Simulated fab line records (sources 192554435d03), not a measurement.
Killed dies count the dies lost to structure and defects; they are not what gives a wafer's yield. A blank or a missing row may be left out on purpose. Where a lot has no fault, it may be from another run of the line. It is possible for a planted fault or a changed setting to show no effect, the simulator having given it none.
2 desks, one fault ; flow n5Finfet ; only its own numbers are on each desk; what lay behind them is given at the end

AT THE METROLOGY DESK
Lot by lot, what the gauges showed, no matter which tool ran the lot: averages of those sampled wafers that carry a number. Marked OUT: a lot whose mean sits more than 4 standard deviations from the usual mean, which makes it out of limits; the brackets give that distance.
Columns: A = M10_THK at N5_BEOL_M10_THK_MEAS_53, usual 141 nm
lot;first seen here;A
L163;day 11 00:40;141
L161;day 11 00:46;140
L162;day 11 05:53;141
L164;day 11 17:43;140
L165;day 11 18:17;139
L169;day 12 06:47;145
L175;day 14 15:13;140
L178;day 16 03:47;139
L180;day 16 04:58;139
L181;day 16 09:33;140
L182;day 17 05:46;142
L183;day 17 06:18;141
This desk's verdict: no lot among the 12 shows anything out of limits.

TOOL OWNER'S DESK, aldMetal-03
The tool's own readings at N5_BEOL_M10_ALD_74 (deposits TaN, target thk 2 nm, pulse time 2 s, purge time 3 s): means of the sampled wafers that have a number, for each lot that ran on this tool. Marked OUT: a lot whose mean sits more than 4 standard deviations from the usual mean, which makes it out of limits; the brackets give that distance.
Columns: A = heaterPowerW at N5_BEOL_M10_ALD_74, usual 413 W; B = precursorVesselPressureTorr at N5_BEOL_M10_ALD_74, usual 26.25 Torr
lot;first seen here;A;B
L165;day 11 16:25;415;26.26
L169;day 12 04:56;418;26.24
L175;day 14 13:10;425;26.28
This desk's verdict: no lot among the 3 shows anything out of limits.

TAKEN TOGETHER
At the metrology desk, nothing out of limits was observed.
Nothing out of limits was seen by the tool owner's desk.

WHAT THE SIMULATOR HAD INSERTED
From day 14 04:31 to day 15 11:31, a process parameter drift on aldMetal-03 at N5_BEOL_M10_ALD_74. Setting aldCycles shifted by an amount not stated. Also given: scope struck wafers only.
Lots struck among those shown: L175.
